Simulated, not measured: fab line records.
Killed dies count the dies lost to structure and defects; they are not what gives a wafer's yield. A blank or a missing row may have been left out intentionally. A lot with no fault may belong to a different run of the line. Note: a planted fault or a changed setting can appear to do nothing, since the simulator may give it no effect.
Chamber matching ; flow n5-finfet ; N5_HKMG_FIN_ALD_91 on ald-metal-03 has 4 sister chambers
The step deposits TiN, target thk 1 nm, pulse time 1 s, purge time 3 s. 4 wafers are shown with their chamber, then 6 later ones without.

EACH WAFER AND ITS CHAMBER
wafer;chamber;heater-power-w (W)
L861.4;0;876
L868.3;1;1044
L870.2;2;950
L870.4;3;765

WAFERS MISSING THEIR CHAMBER
wafer;heater-power-w (W)
L870.6;733
L882.4;1012
L882.5;1035
L882.6;880
L883.2;1018
L883.4;882

THE CHAMBER EACH PASSED THROUGH
wafer;from the rows above;in truth
L870.6;3;3
L882.4;can't be placed: 1 or 2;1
L882.5;1;1
L882.6;0;0
L883.2;can't be placed: 1 or 2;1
L883.4;0;0
Placed correctly: 4 of 6. Unplaceable from these rows: 2, with the true chamber sitting among the candidates in 2. 0 placed wrongly.
How it was worked out, from the rows above alone: a wafer's distance from a chamber is the root of the sum, over the readings, of the square of ((its reading less the chamber's mean) divided by the reading's scatter). The wafer belongs to the nearest chamber; if the next one is less than 2 further off, it can't be placed. A chamber's mean is the mean of its shown wafers. The scatter (one wafer shown for each chamber): square how far every hidden wafer sits from the nearest shown wafer, average those squares and take the square root.
